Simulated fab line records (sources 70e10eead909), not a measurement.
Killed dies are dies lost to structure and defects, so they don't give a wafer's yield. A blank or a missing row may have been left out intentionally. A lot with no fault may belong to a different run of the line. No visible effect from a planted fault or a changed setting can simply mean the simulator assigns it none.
Matching of chambers :: flow nand harc :: NHARC_P_M1_CMP_23 on cmp-03 has 4 sister chambers
The step polishes, t overpolish 20 s, target thk 157.82 nm. 4 wafers are shown with their chamber, then 6 later ones without.

## WAFERS, EACH WITH ITS CHAMBER
wafer: L109.1
chamber: 3
motor current A (A): 11.6

wafer: L112.1
chamber: 0
motor current A (A): 12.6

wafer: L121.5
chamber: 1
motor current A (A): 12.8

wafer: L121.6
chamber: 2
motor current A (A): 13.7

## WAFERS WHOSE CHAMBER IS MISSING
wafer: L123.2
motor current A (A): 12.9

wafer: L123.3
motor current A (A): 11.3

wafer: L123.6
motor current A (A): 12.2

wafer: L125.1
motor current A (A): 11.6

wafer: L125.3
motor current A (A): 12.4

wafer: L125.6
motor current A (A): 13.5

## EACH ONE'S CHAMBER
wafer: L123.2
from the rows above: can't be placed: 1 or 0
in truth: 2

wafer: L123.3
from the rows above: 3
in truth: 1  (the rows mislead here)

wafer: L123.6
from the rows above: can't be placed: 0 or 3 or 1
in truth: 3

wafer: L125.1
from the rows above: 3
in truth: 3

wafer: L125.3
from the rows above: can't be placed: 0 or 1
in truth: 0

wafer: L125.6
from the rows above: 2
in truth: 2
2 of 6 placed correctly. Unplaceable from these rows: 3, with the true chamber sitting among the candidates in 2. 1 placed wrongly.
How it was worked out, from the rows above alone: a wafer's distance from a chamber is the root of the sum, over the readings, of the square of ((its reading less the chamber's mean) divided by the reading's scatter). The wafer belongs to the nearest chamber; if the next one is less than 2 further off, it can't be placed. For every chamber, the mean is computed from those of its wafers that are shown. The scatter: root of mean squared gap, hidden wafer to nearest shown wafer, with one shown wafer a chamber.
